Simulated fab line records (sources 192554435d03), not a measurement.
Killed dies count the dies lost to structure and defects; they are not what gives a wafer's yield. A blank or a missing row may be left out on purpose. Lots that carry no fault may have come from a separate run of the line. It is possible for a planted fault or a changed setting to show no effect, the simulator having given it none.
Which tool was responsible? / flow n5-finfet / 36 wafers from 12 lots sampled at 6 of the route's 1938 steps

## WHAT THE GAUGES READ, wafer by wafer
N5_BEOL_M3_INSPECT_59: inspects for defects (darkfield).
lot=L075; measured=day 7 14:03; on=defect-inspect-01; raw-defect-count=42 42 66
lot=L076; measured=day 8 05:27; on=defect-inspect-02; raw-defect-count=48 56 47
lot=L079; measured=day 8 08:46; on=defect-inspect-02; raw-defect-count=85 78 100
lot=L081; measured=day 9 06:31; on=defect-inspect-02; raw-defect-count=56 52 44
lot=L082; measured=day 9 09:53; on=defect-inspect-02; raw-defect-count=81 63 58
lot=L085; measured=day 10 11:09; on=defect-inspect-01; raw-defect-count=34 50 41
lot=L087; measured=day 10 14:58; on=defect-inspect-01; raw-defect-count=37 63 77
lot=L089; measured=day 11 00:16; on=defect-inspect-02; raw-defect-count=68 58 74
lot=L092; measured=day 11 17:15; on=defect-inspect-01; raw-defect-count=54 42 56
lot=L093; measured=day 12 03:41; on=defect-inspect-02; raw-defect-count=56 69 51
lot=L094; measured=day 12 21:01; on=defect-inspect-02; raw-defect-count=104 54 78
lot=L097; measured=day 12 21:43; on=defect-inspect-01; raw-defect-count=83 70 77

## TOOL THAT RAN EACH LOT (tool first, then ch and the chambers of the sampled wafers, then the start)
lot=L075; N5_BEOL_M3_ETCH_41=rie-diel-05 ch 0,1,3, day 7 11:26 or earlier; N5_BEOL_M3_SPUTTER_79=pvd-sputter-01, day 7 11:26; N5_BEOL_M3_ANNEAL_82=pvd-sputter-01, day 7 11:44; N5_BEOL_M3_SPUTTER_88=pvd-sputter-01, day 7 12:05; N5_BEOL_M3_ANNEAL_91=pvd-sputter-01, day 7 12:23
lot=L076; N5_BEOL_M3_ETCH_41=rie-diel-05 ch 0,2,3, day 8 02:50 or earlier; N5_BEOL_M3_SPUTTER_79=pvd-sputter-02, day 8 02:50; N5_BEOL_M3_ANNEAL_82=pvd-sputter-02, day 8 03:08; N5_BEOL_M3_SPUTTER_88=pvd-sputter-02, day 8 03:30; N5_BEOL_M3_ANNEAL_91=pvd-sputter-02, day 8 03:48
lot=L079; N5_BEOL_M3_ETCH_41=rie-diel-04 ch 0,3, day 8 06:10 or earlier; N5_BEOL_M3_SPUTTER_79=pvd-sputter-01, day 8 06:10; N5_BEOL_M3_ANNEAL_82=pvd-sputter-01, day 8 06:28; N5_BEOL_M3_SPUTTER_88=pvd-sputter-01, day 8 06:49; N5_BEOL_M3_ANNEAL_91=pvd-sputter-01, day 8 07:07
lot=L081; N5_BEOL_M3_ETCH_41=rie-diel-03 ch 0,1, day 9 03:53 or earlier; N5_BEOL_M3_SPUTTER_79=pvd-sputter-03, day 9 03:53; N5_BEOL_M3_ANNEAL_82=pvd-sputter-03, day 9 04:11; N5_BEOL_M3_SPUTTER_88=pvd-sputter-03, day 9 04:33; N5_BEOL_M3_ANNEAL_91=pvd-sputter-03, day 9 04:51
lot=L082; N5_BEOL_M3_ETCH_41=rie-diel-04 ch 2,3, day 9 07:15 or earlier; N5_BEOL_M3_SPUTTER_79=pvd-sputter-01, day 9 07:15; N5_BEOL_M3_ANNEAL_82=pvd-sputter-01, day 9 07:33; N5_BEOL_M3_SPUTTER_88=pvd-sputter-01, day 9 07:55; N5_BEOL_M3_ANNEAL_91=pvd-sputter-01, day 9 08:13
lot=L085; N5_BEOL_M3_ETCH_41=rie-diel-03 ch 1,2, day 10 08:32 or earlier; N5_BEOL_M3_SPUTTER_79=pvd-sputter-03, day 10 08:32; N5_BEOL_M3_ANNEAL_82=pvd-sputter-03, day 10 08:50; N5_BEOL_M3_SPUTTER_88=pvd-sputter-03, day 10 09:11; N5_BEOL_M3_ANNEAL_91=pvd-sputter-03, day 10 09:29
lot=L087; N5_BEOL_M3_ETCH_41=rie-diel-04 ch 0,1,2, day 10 12:19 or earlier; N5_BEOL_M3_SPUTTER_79=pvd-sputter-02, day 10 12:19; N5_BEOL_M3_ANNEAL_82=pvd-sputter-02, day 10 12:37; N5_BEOL_M3_SPUTTER_88=pvd-sputter-02, day 10 12:58; N5_BEOL_M3_ANNEAL_91=pvd-sputter-02, day 10 13:16
lot=L089; N5_BEOL_M3_ETCH_41=rie-diel-03 ch 0,2,3, day 10 21:38 or earlier; N5_BEOL_M3_SPUTTER_79=pvd-sputter-01, day 10 21:38; N5_BEOL_M3_ANNEAL_82=pvd-sputter-01, day 10 21:56; N5_BEOL_M3_SPUTTER_88=pvd-sputter-01, day 10 22:18; N5_BEOL_M3_ANNEAL_91=pvd-sputter-01, day 10 22:36
lot=L092; N5_BEOL_M3_ETCH_41=rie-diel-03 ch 0,1,3, day 11 14:17 or earlier; N5_BEOL_M3_SPUTTER_79=pvd-sputter-02, day 11 14:17; N5_BEOL_M3_ANNEAL_82=pvd-sputter-02, day 11 14:35; N5_BEOL_M3_SPUTTER_88=pvd-sputter-02, day 11 14:57; N5_BEOL_M3_ANNEAL_91=pvd-sputter-02, day 11 15:15
lot=L093; N5_BEOL_M3_ETCH_41=rie-diel-03 ch 0,1,2, day 12 01:01 or earlier; N5_BEOL_M3_SPUTTER_79=pvd-sputter-03, day 12 01:01; N5_BEOL_M3_ANNEAL_82=pvd-sputter-03, day 12 01:19; N5_BEOL_M3_SPUTTER_88=pvd-sputter-03, day 12 01:41; N5_BEOL_M3_ANNEAL_91=pvd-sputter-03, day 12 01:59
lot=L094; N5_BEOL_M3_ETCH_41=rie-diel-04 ch 0,3, day 12 18:24 or earlier; N5_BEOL_M3_SPUTTER_79=pvd-sputter-01, day 12 18:24; N5_BEOL_M3_ANNEAL_82=pvd-sputter-01, day 12 18:42; N5_BEOL_M3_SPUTTER_88=pvd-sputter-01, day 12 19:04; N5_BEOL_M3_ANNEAL_91=pvd-sputter-01, day 12 19:22
lot=L097; N5_BEOL_M3_ETCH_41=rie-diel-03 ch 0,1,3, day 12 19:05 or earlier; N5_BEOL_M3_SPUTTER_79=pvd-sputter-03, day 12 19:05; N5_BEOL_M3_ANNEAL_82=pvd-sputter-03, day 12 19:23; N5_BEOL_M3_SPUTTER_88=pvd-sputter-03, day 12 19:45; N5_BEOL_M3_ANNEAL_91=pvd-sputter-03, day 12 20:03
- N5_BEOL_M3_ETCH_41: etches SiCN in CH3F/O2, target depth 29.9 nm, time 52.5 s.
- N5_BEOL_M3_SPUTTER_79: material Cu, target thk 4.5 nm, time 8.29 s.
- N5_BEOL_M3_ANNEAL_82: time 240 s.
- N5_BEOL_M3_SPUTTER_88: material Cu, target thk 4.5 nm, time 8.29 s.
- N5_BEOL_M3_ANNEAL_91: time 240 s.

## THE ANSWER, worked out from the rows above alone
Rule: the usual values come from the lots themselves. Put in order of their means at a reading, lots are off if they are a third of the lots or fewer, leave a main group of 4 or more, and stand apart from it by a gap of 3 or more times the standard deviation of the main group's means; of several such gaps the widest counts. The tables above print the reading to a certain number of digits; a main group whose means all agree to those digits is not used. A lot without any number at a reading at which 4 lots or more have one is off too. Where the step has rows for the other lots, those lots are counted as sound.
None of the lots is off at any reading shown; this tells nothing.

## WHAT THE SIMULATOR HAD INSERTED
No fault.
